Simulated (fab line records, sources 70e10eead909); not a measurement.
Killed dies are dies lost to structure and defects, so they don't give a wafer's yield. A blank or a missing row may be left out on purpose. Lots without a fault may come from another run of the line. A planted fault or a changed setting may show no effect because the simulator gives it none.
Chamber matching | flow nand_harc | NHARC_P_GATE_DESCUM_93 on rie_diel-11: 4 sister chambers
The step chemistry O2, time 3 s. 8 wafers are shown with their chamber, then 8 later ones without.

WAFERS WITH THEIR CHAMBER
wafer  | chamber | showerhead_plenum_p_Torr (Torr) | oes_product_au (a.u.)
L084.2 | 2       | 1.77                            | 0.997
L084.6 | 2       | 1.77                            | 1.004
L085.4 | 1       | 1.82                            | 1.009
L085.5 | 0       | 1.77                            | 0.988
L090.3 | 3       | 1.98                            | 0.996
L090.4 | 0       | 2.08                            | 0.986
L090.6 | 1       | 1.82                            | 1.000
L091.1 | 3       | 1.98                            | 0.987

WAFERS WITHOUT THEIR CHAMBER
wafer  | showerhead_plenum_p_Torr (Torr) | oes_product_au (a.u.)
L091.2 | 2.08                            | 0.986
L091.3 | 1.82                            | 0.990
L096.3 | 2.07                            | 0.990
L096.5 | 2.07                            | 0.993
L096.6 | 1.98                            | 0.996
L097.1 | 1.81                            | 0.995
L097.2 | 2.07                            | 0.980
L097.4 | 2.07                            | 0.992

WHICH CHAMBER EACH WENT THROUGH
wafer  | from the rows above               | in truth
L091.2 | can't be placed: 3 or 0           | 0
L091.3 | can't be placed: 0 or 3 or 2 or 1 | 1
L096.3 | can't be placed: 3 or 0           | 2
L096.5 | can't be placed: 3 or 0           | 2
L096.6 | can't be placed: 3 or 0 or 2 or 1 | 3
L097.1 | can't be placed: 2 or 3 or 1 or 0 | 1
L097.2 | can't be placed: 0 or 3           | 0
L097.4 | can't be placed: 3 or 0           | 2
Placed correctly: 0 of 8. Can't be placed from these rows: 8 (the true chamber is among the candidates in 5). Placed wrongly: 0.
How it was worked out, from the rows above alone: a wafer's distance from a chamber is the root of the sum, over the readings, of the square of ((its reading less the chamber's mean) divided by the reading's scatter). The wafer belongs to the nearest chamber; if the next one is less than 2 further off, it can't be placed. A chamber's mean is the mean of its shown wafers. The scatter: the root of (the sum of the squares of (reading less its chamber's mean) over the shown wafers, divided by (wafers less chambers)).
